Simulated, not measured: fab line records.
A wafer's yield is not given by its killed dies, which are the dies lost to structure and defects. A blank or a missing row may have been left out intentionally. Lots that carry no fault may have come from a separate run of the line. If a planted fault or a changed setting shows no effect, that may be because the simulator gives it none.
Code-filled problem report in 8D (eight disciplines) form :: flow n5_finfet :: the parts of the form that need people (team, actions taken, sign-off) are left out

== 1. PROBLEM STATEMENT ==
Across 3 wafers from 3 lots, M7_ILD_THK at N5_BEOL_M7_THK_MEAS_01 averages 168.2 nm, while fault-free wafers read 154.7 nm with a standard deviation of 1.8. Relative to the usual mean, that is a shift of +7.5 standard deviations.
First seen on wafer L659.3, day 10 20:14, on film_metro-01. Wafers with a number at this step in the record: 30, from 10 lots. Rule for "out", or "out of limits": more than 4 standard deviations from the usual mean. All remaining wafers that have a number are taken as sound.

== 2. WHAT THIS IS AND IS NOT ==
question: which readings at this step
is: M7_ILD_THK
is not: -

question: which lots
is: L659, L660, L662
is not: L652, L653, L665, L666, L670, L674, L675

question: which wafers of those lots
is: L659.3, L660.3, L662.6
is not: L659.1, L659.2, L660.1, L660.5, L662.1, L662.3

question: read on which gauges
is: film_metro-01, film_metro-02
is not: -

question: when
is: from day 10 20:14
is not: up to then (8 sound wafers); but 19 sound wafers of L660, L662, L665, L666, L670, L674, L675 came after

== 3. THE SUSPECTS, EACH WITH WHAT RULES IT OUT ==
Counting: any tool at a process step up to the reading remains a suspect provided it ran every lot that is out. Sound lots after the first of them don't rule it out here, since some wafers of a struck lot are sound.
- the gauge at N5_BEOL_M7_THK_MEAS_01 is ruled out. Those wafers that are out were read across 2 gauges (film_metro-01, film_metro-02).
- pecvd-01 at N5_BEOL_M7_ILD_DEP_00 (deposits SiCOH lowk from DEMS/porogen, target thk 179.75 nm, time 33.4 s): kept. It ran every lot that is out, first L659 (day 10 19:39); its last sound lot up to then is L652 (day 8 21:17). Its own susceptor_temp_C readings are out on those wafers.
- uv_cure-01 at N5_BEOL_M7_CURE_74 (cures SiCOH lowk, time 240 s): kept. It ran every lot that is out, first L659 (day 10 19:43); its last sound lot up to then is L653 (day 9 07:35).
- At N5_BEOL_M7_ILD_DEP_00, inside pecvd-01: chamber 0 took the wafers that are out, while their sound lot-mates went through chambers 1, 2.
The count leaves uv_cure-01 at N5_BEOL_M7_CURE_74 and pecvd-01 at N5_BEOL_M7_ILD_DEP_00.

== 4. THE CAUSE (what the simulator had put in) ==
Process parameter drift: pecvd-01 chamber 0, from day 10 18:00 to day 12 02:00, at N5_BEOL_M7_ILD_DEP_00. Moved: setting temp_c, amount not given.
Of the 2 suspects that counting leaves, this tool is one.

== 5. THE CHAIN OF EFFECTS, in route order ==
Rows list readings where the struck wafers' mean (over those with a number) sits beyond 3 standard deviations from the usual. Scope: only readings with a usual standard deviation given in the record; hours: median across lots of the time from each lot's start at the first step in this table that gives one to its start at this step; sigmas: change in usual standard deviations.
hours: 0
step: N5_BEOL_M7_ILD_DEP_00
reading: susceptor_temp_C
usual: 299.96 C
on struck wafers: 285.34
change: -14.62
sigmas: -73

hours: 1
step: N5_BEOL_M7_THK_MEAS_01
reading: M7_ILD_THK
usual: 154.7 nm
on struck wafers: 168.2
change: +13.5
sigmas: +7.5
Its process steps:
- N5_BEOL_M7_ILD_DEP_00: deposits SiCOH lowk from DEMS/porogen, target thk 179.75 nm, time 33.4 s.

== 6. HOW IT WOULD HAVE BEEN CAUGHT EARLIER ==
Counted from the fault's start at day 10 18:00, it took 2 hours until the first out-of-limits reading at a measuring or inspecting step in this record, taken at day 10 20:14.
At N5_BEOL_M7_ILD_DEP_00, the tool's own readings (susceptor_temp_C) were out on each struck wafer the step has a row for, so an alarm limit on them would have fired on the first such wafer.
Of the lots that are out (3), L662, L660 began N5_BEOL_M7_ILD_DEP_00 on pecvd-01 after day 10 20:14. A hold on the tool at that time would have spared those 2.
